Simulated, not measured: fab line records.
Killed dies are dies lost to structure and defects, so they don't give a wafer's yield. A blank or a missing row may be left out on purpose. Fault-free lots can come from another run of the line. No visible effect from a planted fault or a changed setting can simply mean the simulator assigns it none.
One fault seen from 2 desks | flow nand_harc | what lay behind the numbers comes last; until then each desk has only its own

THE DEFECT DESK
Inspection counts along the route, by lot: the mean over sampled wafers that carry a number. A lot is out of limits, marked OUT, if its mean lies more than 4 standard deviations from the usual mean; the brackets give that distance.
Columns: A = raw_defect_count at NHARC_A_CHANNEL_FILL_D1_INSPECT_13, usual 273
lot  | first seen here | A
L368 | day 10 12:59    | 319
L371 | day 11 05:20    | 188
L372 | day 11 12:15    | 166
L373 | day 11 20:56    | 340
L375 | day 12 04:03    | 259
L374 | day 12 15:38    | 310
L376 | day 12 21:37    | 266
L377 | day 13 01:27    | 239
L381 | day 14 16:11    | 304
L386 | day 14 23:41    | 196
L389 | day 16 05:03    | 257
L390 | day 16 05:04    | 246
L391 | day 16 18:37    | 231
This desk's verdict: no lot among the 13 shows anything out of limits.

THE TOOL OWNER'S DESK: ald_hk-04
The tool's own readings at NHARC_A_CHANNEL_FILL_D1_ALD_25 (deposits SiOx, target thk 60 nm, pulse time 10 s, ald cycles 600): means of the sampled wafers that have a number, for each lot that ran on this tool. A lot is out of limits, marked OUT, if its mean lies more than 4 standard deviations from the usual mean; the brackets give that distance.
Columns: A = heater_power_w at NHARC_A_CHANNEL_FILL_D1_ALD_25, usual 464 W; B = precursor_pulse_height_rel at NHARC_A_CHANNEL_FILL_D1_ALD_25, usual 1.002
lot  | first seen here | A   | B
L368 | day 10 01:34    | 433 | 1.000
L371 | day 10 17:28    | 434 | 0.986
L373 | day 11 09:41    | 444 | 1.004
L375 | day 11 15:57    | 444 | 1.018
L376 | day 12 12:26    | 435 | 1.031
L381 | day 14 04:04    | 462 | 0.995
L386 | day 14 12:14    | 435 | 1.025
This desk's verdict: no lot among the 7 shows anything out of limits.

PUT TOGETHER
No out-of-limits result turned up at the defect desk.
The desk of the tool owner found nothing out of limits.

WHAT THE SIMULATOR HAD INSERTED
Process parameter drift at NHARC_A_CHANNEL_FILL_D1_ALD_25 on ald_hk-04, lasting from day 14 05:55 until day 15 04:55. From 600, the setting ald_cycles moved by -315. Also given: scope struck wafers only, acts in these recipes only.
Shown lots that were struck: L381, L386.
